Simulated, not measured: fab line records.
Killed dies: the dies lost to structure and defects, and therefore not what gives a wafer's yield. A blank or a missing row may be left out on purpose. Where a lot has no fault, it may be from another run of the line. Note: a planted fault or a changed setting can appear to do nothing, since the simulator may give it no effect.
Struck lot and sound lot, side by side    flow n5 finfet    44 out of 1938 route steps
Sound: the wafers L385.2, L385.4, L385.6. Struck: wafers L383.1, L383.2 (left out: L383.4, a lot-mate that was not struck); the cause follows at the end.
Per side, at each step with rows, come the tool, then ch with its chambers, and then its first start. Under that, the readings that differ: sound wafers    struck wafers    difference of the means    sigmas: that difference in standard deviations of wafers without a fault.
alike: readings whose means differ by less than 2 such deviations, and words and numbers that are the same on both sides. not compared: withheld readings, readings that some wafer has no value for, bounds like >300 that may hide the same value, and numbers for which the record gives no deviation and whose values overlap.
The two part at a step that has a row with sigmas, a row that says differs or no value, or rows on one side only. Non-overlapping numbers with no deviation appear without sigmas and do not part them. Lack of a reading on every wafer of one side parts them only where that side has two or more wafers.

first, 3 steps without rows for these wafers: N5_PMOS_HMC_CHANNEL_EPI_PRECLEAN_37 (cleans in O3/DIW, time 45 s); N5_PMOS_HMC_CHANNEL_EPI_PRECLEAN_24 (cleans in DHF, time 30 s); N5_PMOS_HMC_CHANNEL_EPI_SRD_25 (time 30 s).
N5_PMOS_HMC_CHANNEL_EPI_EPI_26: deposits Si from SiH4/H2, target thk 3.8 nm, time 22.7 s.
  sound on epi rpcvd-03 ch 0, day 5 19:56; struck on epi rpcvd-02 ch 0, day 5 08:08
reading                 sound           struck     difference  sigmas
throttle valve pct (%)  11.6 11.5 12.1  10.6 11.0  -0.9        -2
N5_PMOS_HMC_CHANNEL_EPI_INSPECT_30: inspects for defects (darkfield).
  sound on defect inspect-01, day 5 20:20; struck on defect inspect-02, day 5 08:30
  alike: raw defect count
then, 4 steps without rows for these wafers: N5_FIN_SAQP_PRECLEAN_42 (cleans in O3/DIW, time 60 s); N5_FIN_SAQP_PRECLEAN_00 (cleans in SC1, time 60 s); N5_FIN_SAQP_PRECLEAN_44 (cleans in SC2, time 45 s); N5_FIN_SAQP_SRD_01 (time 30 s).
N5_FIN_SAQP_ALD_61: deposits SiO2, target thk 4 nm, pulse time 1 s, purge time 2 s.
  sound on ald sin-02 ch 0,2, day 5 20:29; struck on ald sin-04 ch 0,3, day 5 10:11
  alike: heater power w, precursor pulse height rel
N5_FIN_SAQP_DENSIFY_62: time 60 s.
  sound on rtp anneal-02 ch 0, day 5 20:47; struck on rtp anneal-02 ch 0, day 5 10:24
  alike: lamp power pct, lamp_zone_2_pct, wafer_temp_C_max
N5_FIN_SAQP_HM_DEP_03: deposits SiNx from SiH4/NH3/N2, target thk 38 nm, time 33.6 s.
  sound on pecvd-04 ch 1,2, day 5 20:58; struck on pecvd-01 ch 0,1, day 5 10:37
reading                                       sound              struck    difference  sigmas
model.SiNx_of_FIN_SAQP_HM_DEP_03.thk nm (nm)  37.45 37.79 37.96  35.39 36  -2.04       
  alike: heater power w, showerhead plenum p Torr, throttle valve pct
N5_FIN_SAQP_THK_MEAS_05:
  sound on film metro-02, day 5 21:03; struck on film metro-02, day 5 10:42
reading      sound           struck     difference  sigmas
thk nm (nm)  37.5 37.8 38.0  35.4 36.0  -2.1        -4
then, 1 step without rows for these wafers: N5_FIN_SAQP_PECVD_47 (deposits a-Si from SiH4/He, target thk 45 nm, time 36.3 s).
N5_FIN_SAQP_PECVD_48: deposits SiNx from SiH4/NH3/N2, target thk 25 nm, time 22.1 s.
  sound on pecvd-01 ch 1,2, day 5 21:08; struck on pecvd-01 ch 0,1, day 5 10:47
  alike: heater power w, showerhead plenum p Torr, throttle valve pct
then, 1 step without rows for these wafers: N5_FIN_SAQP_PECVD_06 (deposits a-Si from SiH4/He, target thk 60 nm, time 48.1 s).
N5_FIN_SAQP_THK_MEAS_07:
  sound on film metro-02, day 5 21:16; struck on film metro-02, day 5 10:55
  alike: thk nm
then, 9 steps without rows for these wafers: N5_FIN_SAQP_HM_DEP_72 (deposits SiO2 from SiH4/N2O, target thk 12 nm, time 7.2 s); N5_FIN_SAQP_COAT_49 (time 60 s, resist thk 100 nm); N5_FIN_SAQP_COAT_50 (time 60 s, resist thk 35 nm); N5_FIN_SAQP_COAT_10 (resist thk 90 nm); N5_FIN_SAQP_EBR_12; N5_FIN_SAQP_SOFTBAKE_11 (time 60 s); N5_FIN_SAQP_EXPOSE_13 (exposes mask FIN CORE, target cd 35.6 nm); N5_FIN_SAQP_PEB_14 (peb time 60 s); N5_FIN_SAQP_DEVELOP_15 (develop time 30 s).
N5_FIN_SAQP_CD_MEAS_16: target cd 35.6 nm.
  sound on cd sem-01 ch 0, day 5 22:58; struck on cd sem-03 ch 0, day 5 11:24
  alike: cd nm
N5_FIN_SAQP_OVL_MEAS_17:
  sound on overlay-01 ch 0, day 5 23:00; struck on overlay-01 ch 0, day 5 11:26
  alike: FIN_CORE_OVL
N5_FIN_SAQP_INSPECT_18: inspects for defects (brightfield).
  sound on defect inspect-01, day 5 23:01; struck on defect inspect-01, day 5 11:28
  alike: raw defect count
then, 6 steps without rows for these wafers: N5_FIN_SAQP_DESCUM_21 (chemistry O2, time 7.9 s); N5_FIN_SAQP_ETCH_51 (etches SiARC in CF4, target depth 45.5 nm, time 75.8 s); N5_FIN_SAQP_ETCH_52 (etches SOC in N2/H2, target depth 100 nm, overetch 20 nm, time 150 s); N5_FIN_SAQP_STRIP_53 (strips in N2/H2); N5_FIN_SAQP_HM_OPEN_73 (chemistry CHF3/O2, target SiO2, stops on a-Si, target depth 12 nm, time 16.8 s); N5_FIN_SAQP_STRIP_74 (strips in CHF3/O2).
N5_FIN_SAQP_MANDREL_ETCH_22: etches a-Si in HBr/Cl2, stops on SiNx, target depth 60 nm, bt time 10 s, time 30 s.
  sound on rie si-02 ch 0,1,3, day 5 23:20; struck on rie si-02 ch 2,3, day 5 11:47
  alike: drypump motor current A, mfc cl2 sccm, oes product au, throttle valve pct
  not compared: rf hours counter h
then, 5 steps without rows for these wafers: N5_FIN_SAQP_STRIP_55 (strips in N2/H2); N5_FIN_SAQP_STRIP_23 (strips in SPM, time 750 s); N5_FIN_SAQP_SRD_66 (time 30 s); N5_FIN_SAQP_RECESS_75 (chemistry HF/NH3, target SiO2, target depth 14.4 nm, afs cycles 3, sublimation time 60 s); N5_FIN_SAQP_SPACER1_ALD_24 (deposits SiO2, target thk 20.3 nm, pulse time 1 s, purge time 2 s).
N5_FIN_SAQP_HM_OPEN_33: chemistry CH3F/O2, target SiNx, target depth 49.4 nm, time 70.6 s.
  sound on rie diel-06 ch 1,2,3, day 6 03:47; struck on rie diel-02 ch 0,3, day 5 15:14
reading                   sound              struck       difference  sigmas
etch rf on time s (s)     68.5 67.6 70.1     65.7 65.8    -3.0        -2
model.etch.depth nm (nm)  36.79 37.16 37.34  34.76 35.37  -2.03       
  alike: drypump motor current A, oes product au, rf vpp V, showerhead plenum p Torr, throttle valve pct
  not compared: rf hours counter h
N5_STI_FIN_REVEAL_RECESS_09: chemistry HF/NH3, target SiO2, afs cycles 11, target depth 42.5 nm, sublimation time 60 s.
  sound on vapor etch-02 ch 0,1, day 6 12:01; struck on vapor etch-01 ch 0,1, day 5 23:13
reading                                       sound         struck     difference  sigmas
model.SiNx_of_FIN_SAQP_HM_DEP_03.thk nm (nm)  17.6 18 18.2  15.2 16.2  -2.2        
  alike: drypump motor current A, temp c
-- the record jumps here: 7 days lie between the struck wafers' starts before and after (it left off in module STI_FIN_REVEAL and takes up again in module BEOL_M4, whose first step shown is number 1111 of the route) --
N5_BEOL_M4_RC_MEAS_101:
  sound on prober-01 ch 0, day 13 14:06; struck on prober-01 ch 0, day 12 20:59
  alike: DIBL_N, DIBL_P, IOFF_N, IOFF_P, ION_N, ION_P, SS_N, SS_P, VT_N, VT_P

== WHERE THEY PART ==
First at N5_PMOS_HMC_CHANNEL_EPI_EPI_26; last, within this record, at N5_FIN_SAQP_HM_OPEN_33. Later steps at which nothing parts them and some readings are alike: N5_STI_FIN_REVEAL_RECESS_09, N5_BEOL_M4_RC_MEAS_101.

WHY: what the simulator had put in
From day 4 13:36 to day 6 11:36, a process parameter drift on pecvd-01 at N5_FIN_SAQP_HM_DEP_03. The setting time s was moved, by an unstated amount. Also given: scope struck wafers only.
